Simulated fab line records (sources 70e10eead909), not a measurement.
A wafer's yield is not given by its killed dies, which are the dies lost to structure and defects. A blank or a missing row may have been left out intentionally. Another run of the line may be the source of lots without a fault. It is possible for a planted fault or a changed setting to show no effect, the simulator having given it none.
2 desks looking at one fault ; flow nand harc ; numbers are kept per desk, each desk with only its own; the story behind them comes last

## DESK OF THE TOOL OWNER: wet bench-03
The tool's own readings at NHARC_P_GATE_PRECLEAN_70 (cleans in SC1): means of the sampled wafers that have a number, for each lot that ran on this tool. A lot is out of limits, marked OUT, if its mean lies more than 4 standard deviations from the usual mean; the brackets give that distance.
Columns: A = sc1 h2o2 end mol l at NHARC_P_GATE_PRECLEAN_70, usual 0.3699
lot;first seen here;A
L172;day 4 06:21;0.3695
L175;day 4 11:38;0.3706
L176;day 4 20:23;0.3703
L178;day 5 12:54;0.3702
L183;day 6 22:40;0.3695
Finding of this desk: none of the 5 lots has anything out of limits.

## METROLOGY DESK
What the gauges read for every lot (on any tool): the sampled wafers with a number, averaged. A lot is out of limits, marked OUT, if its mean lies more than 4 standard deviations from the usual mean; the brackets give that distance.
Columns: A = cd nm at NHARC_THIN_TSV_CD_MEAS_12, usual 1000.4 nm; B = cd nm at NHARC_THIN_TSV_CD_MEAS_16, usual 1000.6 nm
lot;first seen here;A;B
L173;day 18 20:55;1001.3;1001.8
L174;day 19 02:32;999.6;1000.1
L172;day 19 03:44;999.7;1000.4
L175;day 19 10:32;1003.1;1003.6
L176;day 19 11:43;1002.5;1003.2
L179;day 20 04:28;995.9;996.0
L178;day 20 22:49;997.7;999.0
L177;day 21 09:10;1002.3;1002.2
L183;day 21 17:28;999.6;1000.0
L190;day 23 13:28;998.4;999.0
L192;day 23 20:30;998.4;999.0
L194;day 24 10:59;1003.9;1002.8
Finding of this desk: none of the 12 lots has anything out of limits.

## TAKEN TOGETHER
The desk of the tool owner found nothing out of limits.
At the metrology desk, nothing out of limits was observed.

## WHAT THE SIMULATOR HAD INSERTED
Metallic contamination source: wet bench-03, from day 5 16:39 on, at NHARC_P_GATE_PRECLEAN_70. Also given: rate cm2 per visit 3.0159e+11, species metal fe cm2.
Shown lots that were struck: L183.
